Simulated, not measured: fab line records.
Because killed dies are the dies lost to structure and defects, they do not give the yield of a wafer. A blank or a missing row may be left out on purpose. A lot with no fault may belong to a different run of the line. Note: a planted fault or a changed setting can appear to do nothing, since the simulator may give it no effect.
fab line records	flow n5_finfet
[record] lots = 6	wafers = 18	last_day = 17
route steps=1938 shown BEOL_M11@1572 BEOL_M15@1830 PASSIVATION@1936
lots that met no fault: taken from a fault-free run of the same line
start_h: start of the lot's first displayed wafer, in hours after the record's first day	wait_h: time in hours since the lot's previous step	" repeats the value in the row above	L1.1+2: a row that stands for several wafers	- no value, or no start was given	* or withheld: withheld	< > ~ a bound
route shown NAME@n: names a module that has steps shown in the file, with the first one's number in the route	usual: average and standard deviation across the fault-free wafers	same: alike in all rows	chamber/n: place in a boat	sites: per-site readings	_std_site: standard deviation of those values	_edge_site: mean of outer sites minus mean of inner sites	radius_mm: for every site, how far away it sits from the centre of the wafer	mask NAME#n: copy n	behind: the tool/chamber that last shaped the wafer	hold: cause of the lot's hold/its duration in hours/its outcome	device: names the non-switching transistor (n, p or np)	end of line: the tests these same wafers got at the end of their route	step lacking rows: just its recipe	killed: the dies lost at the first sort to structure and to defects; this is not the yield of the wafer	map: dies across one wafer; x = killed, . = not, _ = none there
set.NAME: the setting that was run; set.NAME@STEP: the one run at that earlier step	model.NAME: the simulator's own value behind a step, which no gauge read
steps of the route over a sample of lots; a table a step, a row a wafer
services: the hour from which a tool's chamber was out of use, counted from the record's first day as start_h (under 0 if before that day), plus the number of hours and why
[[steps]]
[step N5_BEOL_M11_ETCH_65]
[recipe] chemistry = CF4	target = SiARC	target_depth_a = 390	mask_material = CAR-ArF	time_s = 65	ion_energy_ev = 80	pressure_mtorr = 40	source_w = 545	bias_w = 36	Ar_flow_sccm = 100	cf4_flow_sccm = 100	ends = cleared
[usual] drypump_motor_current_A = 5.9/0.34	etch_rf_on_time_s = 64.2/1.5	oes_product_au = 0.68/0.082	rf_vpp_V = 184.5/1.2	showerhead_plenum_p_Torr = 2.17/0.069	throttle_valve_pct = 15.59/0.19
lot.wafer	tool	chamber	start_h	wait_h	drypump_motor_current_A	etch_rf_on_time_s	oes_product_au	rf_hours_counter_h	rf_vpp_V	showerhead_plenum_p_Torr	throttle_valve_pct
L326.1	rie_diel-01	2	236.77	0.0	5.7	66.3	0.62	205	184.8	2.22	15.71
L326.2	"	0	"	"	5.1	63.3	0.75	51	184.5	2.09	15.58
L326.3	"	1	"	"	5.9	63.2	0.89	0	184.4	2.10	15.70
L328.1	rie_diel-02	0	247.71	0.0	5.6	65.8	0.59	245	182.5	2.04	15.60
L328.5	"	1	"	"	6.4	61.9	0.77	-	182.8	2.10	15.42
L328.6	"	0	"	"	5.6	65.8	0.59	-	183.3	2.04	15.61
L334.1	rie_diel-01	2	276.53	0.0	5.6	67.9	0.60	216	184.7	2.21	15.72
L334.5	"	1	"	"	5.9	63.6	0.83	-	183.7	2.09	15.72
L334.6	"	2	"	"	5.6	67.9	0.60	-	184.5	2.21	15.72
L340.1	rie_diel-02	1	313.29	0.0	6.3	61.2	0.76	59	183.2	2.10	15.43
L340.4	"	3	"	"	5.5	63.1	0.75	34	183.0	2.16	15.39
L340.6	"	0	"	"	5.6	63.9	0.82	-	186.2	2.29	15.17
L343.1	rie_diel-02	3	340.76	0.0	5.5	62.2	0.74	43	184.6	2.16	15.41
L343.4	"	0	"	"	5.6	63.0	0.81	18	185.6	2.28	15.20
L343.5	"	0	"	"	5.6	63.5	0.80	-	185.5	2.28	15.19
L346.1	rie_diel-02	1	352.50	0.0	6.3	61.7	0.75	70	184.0	2.09	15.46
L346.5	"	1	"	"	6.3	61.6	0.74	-	183.3	2.09	15.47
L346.6	"	3	"	"	5.6	62.8	0.74	-	184.4	2.16	15.43
[step N5_BEOL_M11_TRENCH_ETCH_37]
[recipe] chemistry = C4F6/O2	target_depth_a = 1488.3	target = SiCOH_lowk	time_s = 48	ion_energy_ev = 250	pressure_mtorr = 30	source_w = 345	bias_w = 185	Ar_flow_sccm = 300	C4F6_flow_sccm = 10	O2_flow_sccm = 10
[usual] drypump_motor_current_A = 5.9/0.34	oes_o_777_au = 0.81/0.089	oes_product_au = 0.80/0.093	rf_vpp_V = 659/12	showerhead_plenum_p_Torr = 2.88/0.092	throttle_valve_pct = 20.92/0.17
lot.wafer	tool	chamber	start_h	wait_h	drypump_motor_current_A	oes_o_777_au	oes_product_au	rf_hours_counter_h	rf_vpp_V	showerhead_plenum_p_Torr	throttle_valve_pct
L326.1	rie_diel-01	2	237.04	-	5.7	0.72	0.73	205	659	2.95	20.98
L326.2	"	0	"	"	5.1	0.85	0.87	52	687	2.77	20.91
L326.3	"	1	"	"	5.9	1.04	1.02	0	659	2.80	21.21
L328.1	rie_diel-02	0	247.99	-	5.6	0.70	0.69	245	657	2.71	20.89
L328.5	"	1	"	"	6.4	0.89	0.90	-	638	2.81	20.91
L328.6	"	0	"	"	5.6	0.71	0.68	-	656	2.71	20.89
L334.1	rie_diel-01	2	276.81	-	5.6	0.72	0.68	216	659	2.94	20.98
L334.5	"	1	"	"	5.9	0.97	0.92	-	657	2.79	21.22
L334.6	"	2	"	"	5.6	0.71	0.71	-	658	2.94	21.00
L340.1	rie_diel-02	1	313.57	-	6.3	0.87	0.88	59	638	2.80	20.92
L340.4	"	3	"	"	5.6	0.90	0.88	34	648	2.88	20.78
L340.6	"	0	"	"	5.6	0.97	0.95	-	666	3.05	20.59
L343.1	rie_diel-02	3	341.03	-	5.6	0.89	0.86	43	648	2.87	20.79
L343.4	"	0	"	"	5.7	0.93	0.94	18	668	3.05	20.62
L343.5	"	0	"	"	5.6	0.94	0.94	-	666	3.04	20.62
L346.1	rie_diel-02	1	352.77	-	6.4	0.84	0.87	70	639	2.80	20.93
L346.5	"	1	"	"	6.4	0.84	0.87	-	638	2.80	20.95
L346.6	"	3	"	"	5.5	0.87	0.86	-	648	2.87	20.80
[step N5_BEOL_M11_OCD_MEAS_38]
[usual] trench_depth_nm = 149.4/2.8
lot.wafer	tool	chamber	start_h	wait_h	trench_depth_nm
L326.1	ocd-02	-	237.22	-	145.2
L326.2	"	-	"	"	152.8
L326.3	"	-	"	"	149.5
L328.1	ocd-02	-	248.17	-	145.7
L328.5	"	-	"	"	152.9
L328.6	"	-	"	"	144.9
L334.1	ocd-02	-	276.99	-	132.5
L334.5	"	-	"	"	138.4
L334.6	"	-	"	"	142.9
L340.1	ocd-02	-	313.75	-	153.7
L340.4	"	-	"	"	151.1
L340.6	"	-	"	"	150.1
L343.1	ocd-02	-	341.21	-	150.6
L343.4	"	-	"	"	151.4
L343.5	"	-	"	"	150.2
L346.1	ocd-01	-	352.95	-	154.2
L346.5	"	-	"	"	154.5
L346.6	"	-	"	"	150.5
[step N5_BEOL_M11_CD_MEAS_35]
[recipe] target_cd_nm = 70	polarity = opening
[usual] cd_nm = 70.1/0.69
lot.wafer	tool	chamber	start_h	wait_h	cd_nm
L326.1	cd_sem-03	-	237.38	0.0	70.8
L326.2	"	-	"	"	70.5
L326.3	"	-	"	"	71.5
L328.1	cd_sem-02	-	248.33	0.0	69.8
L328.5	"	-	"	"	70.8
L328.6	"	-	"	"	70.3
L334.1	cd_sem-01	-	277.14	0.0	70.4
L334.5	"	-	"	"	70.2
L334.6	"	-	"	"	71.4
L340.1	cd_sem-02	-	313.90	0.0	70.8
L340.4	"	-	"	"	70.2
L340.6	"	-	"	"	71.2
L343.1	cd_sem-02	-	341.37	0.0	70.7
L343.4	"	-	"	"	70.9
L343.5	"	-	"	"	70.2
L346.1	cd_sem-02	-	353.11	0.0	70.2
L346.5	"	-	"	"	70.5
L346.6	"	-	"	"	69.5
[step N5_BEOL_M11_PRE_CLEAN_45]
[recipe] gas = H2/He	time_s = 30	temp_c = 250
[usual] heater_power_w = 321/25	susceptor_temp_C = 249.98/0.18
lot.wafer	tool	chamber	start_h	wait_h	heater_power_w	susceptor_temp_C
L326.1	pvd_sputter-02	-	237.88	0.0	308	250.46
L326.2	"	-	"	"	346	250.31
L326.3	"	-	"	"	276	249.73
L328.1	pvd_sputter-01	-	248.84	0.0	295	250.22
L328.5	"	-	"	"	324	250.04
L328.6	"	-	"	"	320	249.90
L334.1	pvd_sputter-02	-	277.92	0.0	339	249.71
L334.5	"	-	"	"	347	249.80
L334.6	"	-	"	"	305	249.93
L340.1	pvd_sputter-02	-	314.30	0.0	306	250.02
L340.4	"	-	"	"	299	249.57
L340.6	"	-	"	"	286	250.16
L343.1	pvd_sputter-02	-	341.92	0.0	338	250.10
L343.4	"	-	"	"	303	250.11
L343.5	"	-	"	"	303	250.09
L346.1	pvd_sputter-01	-	353.56	0.0	329	249.99
L346.5	"	-	"	"	329	250.00
L346.6	"	-	"	"	321	250.08
[step N5_BEOL_M11_THK_MEAS_53]
[recipe] thk_meas_gauge = xrf	reads = Cu_of_BEOL_M11_ECD_50
[usual] M11_THK = 140/3.2
lot.wafer	tool	chamber	start_h	wait_h	M11_THK[nm]
L326.1	film_metro-01	-	239.23	-	136
L326.2	"	-	"	"	141
L326.3	"	-	"	"	140
L328.1	film_metro-01	-	250.29	-	135
L328.5	"	-	"	"	145
L328.6	"	-	"	"	134
L334.1	film_metro-02	-	280.03	-	124
L334.5	"	-	"	"	130
L334.6	"	-	"	"	135
L340.1	film_metro-02	-	317.51	-	145
L340.4	"	-	"	"	141
L340.6	"	-	"	"	141
L343.1	film_metro-01	-	343.79	-	143
L343.4	"	-	"	"	143
L343.5	"	-	"	"	141
L346.1	film_metro-02	-	355.83	-	144
L346.5	"	-	"	"	146
L346.6	"	-	"	"	143
[step N5_BEOL_M11_RS_MEAS_57]
[recipe] thk_meas_gauge = four-point-probe	reads = Cu_of_BEOL_M11_ECD_50+Co_of_BEOL_M11_CVD_75+TaN_of_BEOL_M11_ALD_74
[usual] M11_RS = 0.151/0.0036
lot.wafer	tool	chamber	start_h	wait_h	M11_RS[ohm/sq]
L326.1	film_metro-01	-	239.38	0.1	0.156
L326.2	"	-	"	"	0.148
L326.3	"	-	"	"	0.150
L328.1	film_metro-02	-	250.41	0.0	0.157
L328.5	"	-	"	"	0.145
L328.6	"	-	"	"	0.157
L334.1	film_metro-02	-	280.15	0.0	0.173
L334.5	"	-	"	"	0.164
L334.6	"	-	"	"	0.158
L340.1	film_metro-01	-	317.64	0.0	0.145
L340.4	"	-	"	"	0.150
L340.6	"	-	"	"	0.149
L343.1	film_metro-02	-	343.92	0.0	0.148
L343.4	"	-	"	"	0.148
L343.5	"	-	"	"	0.149
L346.1	film_metro-02	-	355.98	0.0	0.145
L346.5	"	-	"	"	0.143
L346.6	"	-	"	"	0.146
[step N5_BEOL_M15_RC_MEAS_101]
[usual] COMB_M10 = 1.5e-11/3.1e-12	COMB_M10_max_site = 2.2e-11/5.4e-12	COMB_M11 = 1.5e-11/3.3e-12	COMB_M12 = 7.2e-12/1.3e-12	COMB_M13 = 5.5e-12/9.9e-13	COMB_M14 = 4.2e-12/8e-13	COMB_M15 = 3.2e-12/5.7e-13	COMB_M5 = 3.8e-11/7.8e-12	COMB_M6 = 2.6e-11/5.7e-12	COMB_M7 = 2.8e-11/5.5e-12	COMB_M8 = 2.7e-11/5.5e-12	COMB_M9 = 1.5e-11/3.1e-12	SERP_M10 = 3.09/0.082	SERP_M11 = 3.06/0.085	SERP_M11_max_site = 3.14/0.094	SERP_M12 = 0.636/0.022	SERP_M12_max_site = 0.649/0.023	SERP_M13 = 0.307/0.0062	SERP_M13_max_site = 0.310/0.0063	SERP_M14 = 0.162/0.0052	SERP_M5 = 38.5/1.7	SERP_M6 = 13.7/0.55	SERP_M6_max_site = 14.3/0.64	SERP_M7 = 14.0/0.62	SERP_M8 = 13.7/0.55	SERP_M9 = 3.02/0.088
lot.wafer	tool	chamber	start_h	wait_h	COMB_M10[S/m]	COMB_M10_max_site[S/m]	COMB_M11[S/m]	COMB_M12[S/m]	COMB_M13[S/m]	COMB_M14[S/m]	COMB_M15[S/m]	COMB_M5[S/m]	COMB_M6[S/m]	COMB_M7[S/m]	COMB_M8[S/m]	COMB_M9[S/m]	SERP_M10[ohm/um]	SERP_M11[ohm/um]	SERP_M11_max_site[ohm/um]	SERP_M12[ohm/um]	SERP_M12_max_site[ohm/um]	SERP_M13[ohm/um]	SERP_M13_max_site[ohm/um]	SERP_M14[ohm/um]	SERP_M5[ohm/um]	SERP_M6[ohm/um]	SERP_M6_max_site[ohm/um]	SERP_M7[ohm/um]	SERP_M8[ohm/um]	SERP_M9[ohm/um]
L326.1	prober-02	0	261.81	0.0	1.4e-11	2.1e-11	1.8e-11	6.5e-12	5.6e-12	4.5e-12	3.8e-12	4.3e-11	2.9e-11	2.1e-11	3.1e-11	1.5e-11	3.11	3.12	3.18	0.644	0.672	0.311	0.314	0.165	39.5	14.6	15.1	13.7	13.0	3.10
L326.2	"	0	"	"	1.2e-11	1.5e-11	1.2e-11	5.7e-12	5.7e-12	4.7e-12	3.5e-12	3e-11	3.2e-11	2.5e-11	3.6e-11	1.5e-11	3.05	3.05	3.07	0.645	0.659	0.316	0.319	0.160	40.5	14.3	15.1	13.5	14.0	3.18
L326.3	"	0	"	"	9e-12	1.8e-11	1.6e-11	8.9e-12	5.8e-12	4.6e-12	3.9e-12	4e-11	2.7e-11	3.9e-11	3.3e-11	1.6e-11	3.08	2.98	3.05	0.641	0.652	0.312	0.315	0.159	40.2	14.2	14.6	12.1	13.0	3.11
L328.1	prober-02	0	275.18	0.0	1.7e-11	2.6e-11	1.5e-11	8.5e-12	4.2e-12	3.9e-12	3e-12	4e-11	2.3e-11	2.4e-11	2.9e-11	1.2e-11	3.10	3.18	3.23	0.665	0.683	0.308	0.311	0.160	39.8	14.1	15.4	13.4	13.8	3.05
L328.5	"	0	"	"	2e-11	2.9e-11	1.4e-11	5.8e-12	3.5e-12	4.2e-12	3.7e-12	6.3e-11	3.2e-11	2.4e-11	2.6e-11	1.2e-11	3.14	2.92	2.97	0.652	0.661	0.312	0.313	0.168	37.4	14.7	15.9	13.4	12.6	2.98
L328.6	"	0	"	"	1.7e-11	2.4e-11	2.1e-11	7.9e-12	4.9e-12	3.4e-12	2.6e-12	3.1e-11	2.9e-11	2.8e-11	2.2e-11	1.5e-11	3.09	3.14	3.27	0.666	0.685	0.313	0.315	0.160	40.1	13.0	14.0	13.2	14.0	3.02
L334.1	prober-01	0	301.96	0.0	1.2e-11	1.8e-11	1.7e-11	7e-12	4.9e-12	2.6e-12	2.6e-12	4.8e-11	1.9e-11	2e-11	3.7e-11	1e-11	3.01	3.45	3.57	0.640	0.654	0.315	0.319	0.170	38.9	14.4	14.7	14.1	13.7	2.84
L334.5	"	0	"	"	1.4e-11	1.9e-11	1.2e-11	6.7e-12	5.4e-12	3.6e-12	3.3e-12	4.2e-11	2.9e-11	2.2e-11	2.5e-11	1.1e-11	3.04	3.30	3.48	0.642	0.657	0.312	0.315	0.171	37.8	12.3	12.6	13.6	14.1	3.00
L334.6	"	0	"	"	1.1e-11	1.8e-11	1.2e-11	6.1e-12	6.1e-12	3.5e-12	2.9e-12	4.4e-11	2.1e-11	3.4e-11	2.5e-11	1.5e-11	3.09	3.11	3.17	0.654	0.671	0.301	0.305	0.167	40.7	14.4	14.8	14.1	13.3	3.06
L340.1	prober-02	0	338.37	0.0	1.8e-11	3.1e-11	1.9e-11	1e-11	6.2e-12	4.2e-12	3.2e-12	4.5e-11	3.2e-11	2.2e-11	4.7e-11	1.6e-11	3.09	2.95	3.00	0.647	0.660	0.313	0.316	0.159	41.0	13.3	13.8	13.3	13.9	2.99
L340.4	"	0	"	"	1.4e-11	2e-11	1.3e-11	7.3e-12	6e-12	4.6e-12	2.8e-12	3.1e-11	3e-11	1.8e-11	2.3e-11	1e-11	3.00	3.12	3.17	0.645	0.656	0.310	0.312	0.168	38.7	13.8	14.5	13.2	13.5	3.01
L340.6	"	0	"	"	1.1e-11	1.6e-11	2e-11	7.6e-12	6.2e-12	4.2e-12	3.6e-12	2.9e-11	3.2e-11	2.2e-11	2.6e-11	1.6e-11	3.05	2.92	3.04	0.657	0.670	0.310	0.312	0.159	37.8	14.4	15.1	13.6	13.8	3.05
L343.1	prober-01	0	372.32	0.0	1.4e-11	2e-11	1.1e-11	7.8e-12	5e-12	4.5e-12	3.4e-12	3.2e-11	2.3e-11	1.8e-11	2.3e-11	1.5e-11	3.16	2.98	3.09	0.604	0.618	0.312	0.314	0.160	38.6	14.0	14.4	13.5	13.3	2.94
L343.4	"	0	"	"	1.5e-11	1.9e-11	1.4e-11	6.9e-12	5.4e-12	4.9e-12	2.7e-12	3.9e-11	2e-11	3.3e-11	2.7e-11	1.3e-11	3.17	2.95	3.09	0.612	0.626	0.301	0.308	0.158	38.7	14.2	14.7	14.3	13.4	3.00
L343.5	"	0	"	"	1.5e-11	1.9e-11	1.6e-11	7.5e-12	4.8e-12	4.1e-12	2.5e-12	3.4e-11	2.1e-11	2.9e-11	2.8e-11	1.3e-11	3.14	3.00	3.15	0.601	0.624	0.303	0.306	0.166	39.9	13.6	14.4	14.1	14.2	2.96
L346.1	prober-02	0	384.05	0.0	1.3e-11	2.1e-11	2e-11	5.4e-12	5.4e-12	3.3e-12	2.4e-12	5.5e-11	2.2e-11	2.3e-11	2.6e-11	1.5e-11	3.22	2.93	2.97	0.622	0.634	0.311	0.313	0.160	38.1	14.4	14.9	15.3	13.7	3.05
L346.5	"	0	"	"	1.9e-11	2.4e-11	1.7e-11	7.9e-12	6.4e-12	4.4e-12	2.4e-12	5.4e-11	2.3e-11	2e-11	1.8e-11	1.2e-11	3.08	2.88	2.97	0.644	0.654	0.310	0.312	0.161	39.6	14.4	15.1	13.6	14.0	3.02
L346.6	"	0	"	"	1.5e-11	2.2e-11	1.4e-11	6.5e-12	5e-12	4.9e-12	2.7e-12	5.1e-11	2.1e-11	2.6e-11	2.6e-11	1.8e-11	3.11	3.00	3.07	0.620	0.644	0.311	0.313	0.162	38.1	13.2	13.7	14.6	13.9	3.05
// sites SERP_M11 radius_mm=0,75,75,75,75,140,140,140,140
L326.1 3.11 3.11 3.15 3.18 3.12 3.12 3.08 3.11 3.13
L328.1 3.12 3.17 3.18 3.15 3.23 3.16 3.18 3.22 3.22
L334.1 3.36 3.43 3.48 3.40 3.45 3.54 3.48 3.40 3.57
L340.1 3.00 2.99 2.97 2.96 2.95 2.87 2.80 2.85 2.83
L343.1 2.98 2.96 2.97 2.99 2.93 3.03 3.09 3.03 2.98
L346.1 2.97 2.93 2.93 2.96 2.94 2.92 2.94 2.93 2.92
[step N5_PASSIVATION_PROBE_49]
[usual] defect_limited_yield = 91.4/1.6	killed_at_M0_to_M3 = 34/10	killed_at_M4_up = 12/4.8	killed_at_contacts = 11/6.2	killed_at_front_end = 39/13	killed_at_other = 4/3.1	killed_dies = 101/19	killed_open = 67/14	killed_short = 32/8.3	sort_bin_5_function = 5.0/1	sort_bin_6_memory = 3.2/0.76	sort_bin_8_speed = 0.00/0.026	sort_n_pass = 1079/19	sort_yield_pct = 91.4/1.6
[same] gross_dies = 1180	killed_at_back_side = 0	sort_bin_4_leakage[%] = 0
lot.wafer	tool	chamber	start_h	wait_h	defect_limited_yield[%]	killed_at_M0_to_M3	killed_at_M4_up	killed_at_contacts	killed_at_front_end	killed_at_other	killed_dies	killed_open	killed_short	sort_bin_5_function[%]	sort_bin_6_memory[%]	sort_bin_8_speed[%]	sort_n_pass	sort_yield_pct[%]
L328.1	prober-02	-	288.24	0.0	91.4	50	6	7	33	6	102	67	34	5.2	2.9	0	1078	91.4
L328.5	prober-02	-	288.44	0.2	89.0	29	9	15	72	5	130	87	42	6.6	4.2	0	1050	89.0
L328.6	prober-02	-	288.49	0.3	91.8	38	13	10	34	2	97	67	29	4.6	3.6	0	1083	91.8
L340.1	prober-02	-	352.34	0.0	91.8	24	12	22	36	3	97	67	28	5.3	2.8	0	1083	91.8
L340.4	prober-02	-	352.49	0.2	93.1	20	8	7	43	4	82	48	28	4.1	2.2	0	1098	93.1
L340.6	prober-02	-	352.59	0.3	92.7	36	17	15	15	3	86	56	30	4.0	3.1	0	1094	92.7
L343.1	prober-02	-	387.82	0.0	90.3	40	17	18	34	6	115	82	27	6.2	3.1	0	1065	90.3
L343.4	prober-02	-	387.97	0.2	91.9	37	11	14	30	3	95	64	29	4.8	2.7	0	1085	91.9
L343.5	prober-02	-	388.02	0.2	88.9	41	19	31	33	7	131	84	43	5.6	5.0	0	1049	88.9
// killed by level:class
L328.1 BEOL_M0_SAQP:geometric_particle:short=13 BEOL_M2:geometric_particle:open=12 BEOL_M0_SAQP:geometric_particle:open=8 STI_FIN_REVEAL:geometric_particle:open=7 MOL_CONTACT_COAG:geometric_particle:open=7 BEOL_M1:geometric_particle:open=6 FIN_SAQP:geometric_particle:open=5 FIN_SAQP:geometric_particle:short=5
L328.5 FIN_SAQP:geometric_particle:open=27 MOL_CONTACT_COAG:geometric_particle:open=10 BEOL_M0_SAQP:geometric_particle:short=9 FIN_SAQP:geometric_particle:short=8 DUMMY_GATE:geometric_particle:open=7 STI_FIN_REVEAL:geometric_particle:open=6 GATE_CUT:geometric_particle:open=6 GATE_CUT:geometric_particle:short=5
L328.6 BEOL_M0_SAQP:geometric_particle:open=13 BEOL_M2:geometric_particle:open=10 STI_FIN_REVEAL:geometric_particle:open=9 BEOL_M0_SAQP:geometric_particle:short=8 MOL_CONTACT_COAG:geometric_particle:open=6 BEOL_M7:geometric_particle:open=5 FIN_SAQP:geometric_particle:short=4 FIN_SAQP:geometric_particle:open=4
L340.1 MOL_CONTACT_COAG:geometric_particle:open=21 FIN_SAQP:geometric_particle:open=7 GATE_CUT:geometric_particle:short=6 FIN_SAQP:geometric_particle:short=4 DUMMY_GATE:geometric_particle:open=4 BEOL_M0_SAQP:geometric_particle:open=4 BEOL_M2:geometric_particle:open=4 BEOL_M3:geometric_particle:open=4
L340.4 STI_FIN_REVEAL:geometric_particle:open=8 MOL_CONTACT_COAG:geometric_particle:open=6 BEOL_M3:geometric_particle:open=6 BEOL_M2:geometric_particle:open=5 HKMG_FIN:area_etch=5 FIN_SAQP:geometric_particle:short=4 FIN_SAQP:geometric_particle:open=4 STI_FIN_REVEAL:geometric_particle:short=4
L340.6 MOL_CONTACT_COAG:geometric_particle:open=10 BEOL_M2:geometric_particle:open=10 BEOL_M1:geometric_particle:open=6 MOL_CONTACT_COAG:geometric_particle:short=5 BEOL_M0_SAQP:geometric_particle:short=5 BEOL_M1:geometric_particle:short=5 BEOL_M4:geometric_particle:open=4 BEOL_M0_SAQP:geometric_particle:open=3
L343.1 MOL_CONTACT_COAG:geometric_particle:open=15 BEOL_M0_SAQP:geometric_particle:open=11 FIN_SAQP:geometric_particle:open=9 BEOL_M2:geometric_particle:open=9 BEOL_M1:geometric_particle:open=8 BEOL_M4:geometric_particle:open=8 STI_FIN_REVEAL:geometric_particle:open=7 BEOL_M0_SAQP:geometric_particle:short=7
L343.4 MOL_CONTACT_COAG:geometric_particle:open=11 BEOL_M2:geometric_particle:open=11 FIN_SAQP:geometric_particle:open=10 BEOL_M0_SAQP:geometric_particle:short=8 BEOL_M0_SAQP:geometric_particle:open=7 BEOL_M2:geometric_particle:short=6 DUMMY_GATE:geometric_particle:open=5 GATE_CUT:geometric_particle:short=4
L343.5 MOL_CONTACT_COAG:geometric_particle:open=24 BEOL_M0_SAQP:geometric_particle:short=10 BEOL_M2:geometric_particle:open=9 BEOL_M4:geometric_particle:open=8 FIN_SAQP:geometric_particle:open=7 MOL_CONTACT_COAG:geometric_particle:short=7 BEOL_M0_SAQP:geometric_particle:open=7 FIN_SAQP:geometric_particle:short=5
[[services]]
tool	chamber	start_h	hours	kind
rie_diel-01	1	215.71	-	clean
rie_diel-01	1	215.71	-	consumable_replace:focus_ring
rie_diel-01	1	215.71	21.0	scheduled_down
rie_diel-01	1	215.71	21.0	vent_cycle
rie_diel-02	0	267.48	-	clean
rie_diel-02	0	267.48	-	consumable_replace:focus_ring
rie_diel-02	0	267.48	-	consumable_replace:showerhead
rie_diel-02	0	267.48	17.7	scheduled_down
rie_diel-02	0	267.48	17.7	vent_cycle
rie_diel-02	1	275.33	12.3	repair
rie_diel-01	-	291.01	0.8	repair
rie_diel-02	0	348.61	5.8	repair
[[key]]
[first_sign] step = N5_BEOL_M11_OCD_MEAS_38	reading = trench_depth_nm	direction = down	sigmas = 4.9	usual = 149.4	struck = 135.5
[effect] step = N5_BEOL_M11_THK_MEAS_53	reading = M11_THK	direction = down	sigmas = 4.2	usual = 140	struck = 127
[effect] step = N5_BEOL_M11_RS_MEAS_57	reading = M11_RS	direction = up	sigmas = 5	usual = 0.151	struck = 0.168
[effect] step = N5_BEOL_M15_RC_MEAS_101	reading = SERP_M11	direction = up	sigmas = 3.7	usual = 3.06	struck = 3.37
met_at N5_BEOL_M11_TRENCH_ETCH_37
struck_lots L334
struck_wafers L334.1,L334.5
not_acting_at N5_BEOL_M11_ETCH_65,N5_BEOL_M11_CD_MEAS_35,N5_BEOL_M11_PRE_CLEAN_45
onset_between 237.04 276.81
[fault] kind = process_parameter_drift	tool = rie_diel-01	chamber = -	onset_h = 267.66	steps = N5_BEOL_M11_TRENCH_ETCH_37	channel = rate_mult	offset = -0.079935	shape = step	end_h = 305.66	scope = struck_wafers_only
